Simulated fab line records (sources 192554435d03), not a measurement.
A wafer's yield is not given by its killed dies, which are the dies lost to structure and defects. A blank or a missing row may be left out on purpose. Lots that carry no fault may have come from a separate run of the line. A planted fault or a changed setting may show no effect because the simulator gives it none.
Chamber matching | flow n5-finfet | 4 sister chambers for N5_DUMMY_GATE_STRIP_48 on rie-diel-06
The step strips in N2/H2, time 20 s. 18 wafers are shown with their chamber, then 9 later ones without.

== EACH WAFER AND ITS CHAMBER ==
wafer  | chamber | showerhead-plenum-p-Torr (Torr) | throttle-valve-pct (%) | oes-product-au (a.u.)
L075.1 | 3       | 3.24                            | 12.48                  | 0.74
L075.2 | 0       | 3.34                            | 12.19                  | 0.71
L075.3 | 2       | 3.52                            | 12.21                  | 0.76
L075.4 | 1       | 3.16                            | 11.96                  | 0.85
L075.5 | 0       | 3.34                            | 12.18                  | 0.71
L075.6 | 3       | 3.24                            | 12.48                  | 0.74
L078.1 | 3       | 3.24                            | 12.49                  | 0.73
L078.3 | 1       | 3.16                            | 11.98                  | 0.83
L078.5 | 2       | 3.51                            | 12.21                  | 0.75
L083.1 | 1       | 3.15                            | 11.99                  | 0.83
L083.4 | 1       | 3.15                            | 12.00                  | 0.82
L083.6 | 3       | 3.23                            | 12.51                  | 0.73
L086.1 | 1       | 3.15                            | 12.02                  | 0.81
L086.2 | 0       | 3.33                            | 12.24                  | 0.69
L086.3 | 2       | 3.51                            | 12.23                  | 0.74
L088.1 | 1       | 3.15                            | 12.04                  | 0.80
L088.3 | 2       | 3.51                            | 12.25                  | 0.74
L088.4 | 0       | 3.33                            | 12.25                  | 0.68

SIGNATURES, as means of the wafers listed above
reading                  | chamber 0 | chamber 1 | chamber 2 | chamber 3 | scatter within a chamber
showerhead-plenum-p-Torr | 3.3350    | 3.1533    | 3.5125    | 3.2375    | 0.00523
throttle-valve-pct       | 12.2150   | 11.9983   | 12.2250   | 12.4900   | 0.026
oes-product-au           | 0.6975    | 0.8233    | 0.7475    | 0.7350    | 0.0136
Rule: a wafer lies at a distance from a chamber equal to the root of the sum of squares, over the readings, of (its reading less the chamber's mean, divided by the reading's scatter). If the next closest chamber is less than 2 further off than the closest, the wafer can't be placed; otherwise it belongs to the closest. The scatter is the square root of a quotient: the sum, over the shown wafers, of each reading's squared deviation from its chamber's mean, divided by wafers minus chambers.

== WAFERS WHOSE CHAMBER IS MISSING ==
wafer  | showerhead-plenum-p-Torr (Torr) | throttle-valve-pct (%) | oes-product-au (a.u.)
L090.1 | 3.14                            | 12.04                  | 0.80
L090.2 | 3.32                            | 12.28                  | 0.69
L090.4 | 3.22                            | 12.57                  | 0.71
L093.1 | 3.14                            | 12.04                  | 0.79
L093.2 | 3.32                            | 12.28                  | 0.69
L093.6 | 3.14                            | 12.05                  | 0.80
L095.1 | 3.22                            | 12.57                  | 0.71
L095.2 | 3.32                            | 12.28                  | 0.68
L095.3 | 3.50                            | 12.27                  | 0.73

== THE CHAMBER EACH PASSED THROUGH ==
wafer  | from the rows above | in truth
L090.1 | 1                   | 1
L090.2 | 0                   | 0
L090.4 | 3                   | 3
L093.1 | 1                   | 1
L093.2 | 0                   | 0
L093.6 | 1                   | 1
L095.1 | 3                   | 3
L095.2 | 0                   | 0
L095.3 | 2                   | 2
Correctly placed: 9 of 9. Can't be placed from these rows: 0. Wrongly placed: 0.
